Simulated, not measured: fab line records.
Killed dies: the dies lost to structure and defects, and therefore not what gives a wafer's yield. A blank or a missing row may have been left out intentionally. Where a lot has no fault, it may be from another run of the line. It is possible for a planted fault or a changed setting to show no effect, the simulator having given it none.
Which tool did it? ; flow nand harc ; 12 lots with 36 wafers sampled at 5 steps, on a route of 1302 steps

WHAT EACH GAUGE READ, for each wafer
NHARC_P_M2_CD_MEAS_09: target cd 170 nm. Usual: 170.0 nm for cd nm, sd 0.75.
lot;measured;on;cd nm (nm);flag
L780;day 6 13:53;cd sem-03;169.8 170.0 170.0;
L781;day 6 22:22;cd sem-03;170.1 169.5 169.7;
L782;day 7 03:10;cd sem-03;170.4 170.7 170.3;
L783;day 7 14:29;cd sem-01;170.5 170.4 169.4;
L785;day 8 11:34;cd sem-03;169.6 169.8 170.4;
L786;day 8 19:51;cd sem-03;171.0 169.6 171.2;
L787;day 9 17:32;cd sem-01;170.8 170.7 169.6;
L788;day 9 22:11;cd sem-02;171.6 171.8 171.1;
L790;day 10 13:25;cd sem-03;169.8 169.8 169.1;
L791;day 11 00:58;cd sem-01;169.1 170.0 169.7;
L792;day 11 07:46;cd sem-03;169.9 169.2 169.5;
L801;day 14 23:25;cd sem-03;171.9 172.7 169.7;

NHARC_P_M2_THK_MEAS_24: measures by xrf. Usual: 144.1 nm for thk nm, sd 1.8.
lot;measured;on;thk nm (nm);flag
L780;day 6 16:29;film metro-01;140.2 145.6 146.0;
L781;day 7 01:13;film metro-02;142.3 142.3 140.4;
L782;day 7 05:46;film metro-01;144.1 143.1 144.1;
L783;day 7 17:15;film metro-01;145.0 143.9 144.2;
L785;day 8 14:13;film metro-02;143.3 145.4 143.1;
L786;day 8 22:28;film metro-01;139.1 141.9 143.4;
L787;day 9 20:09;film metro-01;141.0 146.2 144.8;
L788;day 10 00:47;film metro-01;141.8 145.9 145.0;
L790;day 10 16:04;film metro-01;146.2 141.1 145.5;
L791;day 11 03:34;film metro-02;143.2 144.4 142.2;
L792;day 11 10:24;film metro-02;144.2 144.0 144.7;
L801;day 15 02:26;film metro-01;141.7 141.7 144.3;

WHAT TOOL EACH LOT RAN ON (gives the tool, then ch and the chambers of the sampled wafers, and finally the start)
lot;NHARC_P_M1_PVD_21;NHARC_P_M2_EXPOSE_06;NHARC_P_M2_PVD_21
L780;pvd sputter-03, day 6 13:45 or earlier;arfi scanner-03 ch 0, day 6 13:45;pvd sputter-03, day 6 16:29 or earlier
L781;pvd sputter-02, day 6 22:14 or earlier;arfi scanner-03 ch 0, day 6 22:14;pvd sputter-01, day 6 23:58
L782;pvd sputter-03, day 7 03:01 or earlier;arfi scanner-03 ch 0, day 7 03:01;pvd sputter-03, day 7 05:46 or earlier
L783;pvd sputter-01, day 7 14:21 or earlier;arfi scanner-01 ch 0, day 7 14:21;pvd sputter-03, day 7 17:15 or earlier
L785;pvd sputter-02, day 8 11:26 or earlier;arfi scanner-03 ch 0, day 8 11:26;pvd sputter-01, day 8 14:13 or earlier
L786;pvd sputter-01, day 8 19:43 or earlier;arfi scanner-02 ch 0, day 8 19:43;pvd sputter-03, day 8 22:28 or earlier
L787;pvd sputter-03, day 9 17:24 or earlier;arfi scanner-03 ch 0, day 9 17:24;pvd sputter-03, day 9 20:09 or earlier
L788;pvd sputter-01, day 9 22:02 or earlier;arfi scanner-02 ch 0, day 9 22:02;pvd sputter-02, day 10 00:47 or earlier
L790;pvd sputter-01, day 10 13:16 or earlier;arfi scanner-02 ch 0, day 10 13:16;pvd sputter-03, day 10 16:04 or earlier
L791;pvd sputter-02, day 11 00:49 or earlier;arfi scanner-02 ch 0, day 11 00:49;pvd sputter-02, day 11 03:34 or earlier
L792;pvd sputter-02, day 11 07:38 or earlier;arfi scanner-01 ch 0, day 11 07:38;pvd sputter-01, day 11 10:24 or earlier
L801;pvd sputter-03, day 14 23:17 or earlier;arfi scanner-01 ch 0, day 14 23:17;pvd sputter-02, day 15 02:26 or earlier
- NHARC_P_M1_PVD_21: deposits Cu, target thk 30 nm, time 20.49 s.
- NHARC_P_M2_EXPOSE_06: exposes mask P M2, target cd 170 nm.
- NHARC_P_M2_PVD_21: deposits Cu, target thk 30 nm, time 20.49 s.

WHAT THE TOOLS THEMSELVES READ (means of the sampled wafers that have a number; where no wafer has one, the mark that the record gives instead)
NHARC_P_M1_PVD_21. Usual: 30.1 % for throttle valve pct, sd 1.3.
lot;tool;throttle valve pct (%);flag
L780;pvd sputter-03;30.6;
L781;pvd sputter-02;31.1;
L782;pvd sputter-03;30.6;
L783;pvd sputter-01;30.2;
L785;pvd sputter-02;31.1;
L786;pvd sputter-01;29.7;
L787;pvd sputter-03;29.6;
L788;pvd sputter-01;29.7;
L790;pvd sputter-01;29.7;
L791;pvd sputter-02;30.7;
L792;pvd sputter-02;30.6;
L801;pvd sputter-03;30.7;

NHARC_P_M2_PVD_21. Usual: 30.2 % for throttle valve pct, sd 1.3.
lot;tool;throttle valve pct (%);flag
L780;pvd sputter-03;29.6;
L781;pvd sputter-01;29.7;
L782;pvd sputter-03;30.2;
L783;pvd sputter-03;30.1;
L785;pvd sputter-01;30.0;
L786;pvd sputter-03;31.1;
L787;pvd sputter-03;31.1;
L788;pvd sputter-02;30.6;
L790;pvd sputter-03;31.1;
L791;pvd sputter-02;30.3;
L792;pvd sputter-01;30.2;
L801;pvd sputter-02;29.5;

THE ANSWER, worked out from the rows above alone
Rule: lot off if the mean of its wafers having a number is beyond 3 standard deviations from the usual mean. Also off: a lot with no number at a reading for which 4 or more lots have one. All remaining lots with rows at the step are treated as sound. Order of review: gauges by route order, followed by the tools' own readings, for which a lot's mean as printed above is used. At the first step where some lot is off, the reading lying furthest off is the one used; lots without a number count as furthest.
Nothing can be told from this: no lot is off at any reading shown.

WHAT WAS PUT IN BY THE SIMULATOR
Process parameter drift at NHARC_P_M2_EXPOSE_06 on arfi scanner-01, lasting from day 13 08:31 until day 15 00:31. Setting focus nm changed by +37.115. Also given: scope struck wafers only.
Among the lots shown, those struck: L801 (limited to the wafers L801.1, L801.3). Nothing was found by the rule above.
